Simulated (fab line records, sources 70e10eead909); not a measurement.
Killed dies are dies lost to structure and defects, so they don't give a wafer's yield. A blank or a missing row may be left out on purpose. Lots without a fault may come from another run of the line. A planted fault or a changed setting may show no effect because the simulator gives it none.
Chamber matching | flow nand_harc | NHARC_P_M2_DESCUM_14 on rie_diel-01: 4 sister chambers
The step chemistry O2, time 3 s. 16 wafers are shown with their chamber, then 8 later ones without.

WAFERS WITH THEIR CHAMBER
wafer  | chamber | oes_product_au (a.u.) | rf_vpp_V (V) | throttle_valve_pct (%)
L078.1 | 0       | 1.010                 | 58.6         | 11.293
L078.3 | 2       | 0.999                 | 58.4         | 11.314
L078.5 | 0       | 1.015                 | 57.0         | 11.306
L079.4 | 2       | 0.989                 | 58.1         | 11.304
L079.5 | 3       | 0.994                 | 58.7         | 11.329
L079.6 | 2       | 0.991                 | 58.5         | 11.308
L080.2 | 3       | 0.998                 | 58.5         | 11.314
L080.4 | 0       | 0.996                 | 57.4         | 11.323
L080.5 | 1       | 1.018                 | 57.1         | 11.318
L083.2 | 2       | 0.992                 | 58.6         | 11.309
L083.3 | 3       | 0.988                 | 58.1         | 11.312
L083.4 | 0       | 0.999                 | 56.6         | 11.286
L086.3 | 0       | 1.014                 | 58.3         | 11.306
L086.5 | 0       | 1.006                 | 57.2         | 11.309
L086.6 | 2       | 0.989                 | 59.6         | 11.314
L088.2 | 3       | 0.998                 | 58.1         | 11.301

SIGNATURES (means of the wafers above)
reading            | chamber 0 | chamber 1 | chamber 2 | chamber 3 | scatter within a chamber
oes_product_au     | 1.00667   | 1.01800   | 0.99200   | 0.99450   | 0.00607
rf_vpp_V           | 57.517    | 57.100    | 58.640    | 58.350    | 0.617
throttle_valve_pct | 11.30383  | 11.31800  | 11.30980  | 11.31400  | 0.0104
Rule: a wafer's distance from a chamber is the root of the sum, over the readings, of the square of ((its reading less the chamber's mean) divided by the reading's scatter). The wafer belongs to the nearest chamber; if the next one is less than 2 further off, it can't be placed. The scatter: the root of (the sum of the squares of (reading less its chamber's mean) over the shown wafers, divided by (wafers less chambers)).

WAFERS WITHOUT THEIR CHAMBER
wafer  | oes_product_au (a.u.) | rf_vpp_V (V) | throttle_valve_pct (%)
L088.3 | 1.001                 | 57.4         | 11.300
L088.4 | 0.989                 | 58.0         | 11.298
L090.4 | 0.992                 | 59.6         | 11.294
L090.5 | 0.997                 | 57.9         | 11.303
L090.6 | 0.994                 | 57.3         | 11.316
L092.1 | 0.993                 | 57.7         | 11.324
L092.4 | 1.001                 | 58.4         | 11.319
L092.5 | 0.992                 | 58.1         | 11.315

WHICH CHAMBER EACH WENT THROUGH
wafer  | from the rows above          | in truth
L088.3 | can't be placed: 0 or 3 or 2 | 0
L088.4 | can't be placed: 2 or 3 or 0 | 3
L090.4 | can't be placed: 2 or 3      | 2
L090.5 | can't be placed: 3 or 2 or 0 | 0
L090.6 | can't be placed: 3 or 2 or 0 | 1
L092.1 | can't be placed: 3 or 2 or 0 | 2
L092.4 | can't be placed: 3 or 2 or 0 | 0
L092.5 | can't be placed: 3 or 2      | 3
Placed correctly: 0 of 8. Can't be placed from these rows: 8 (the true chamber is among the candidates in 7). Placed wrongly: 0.
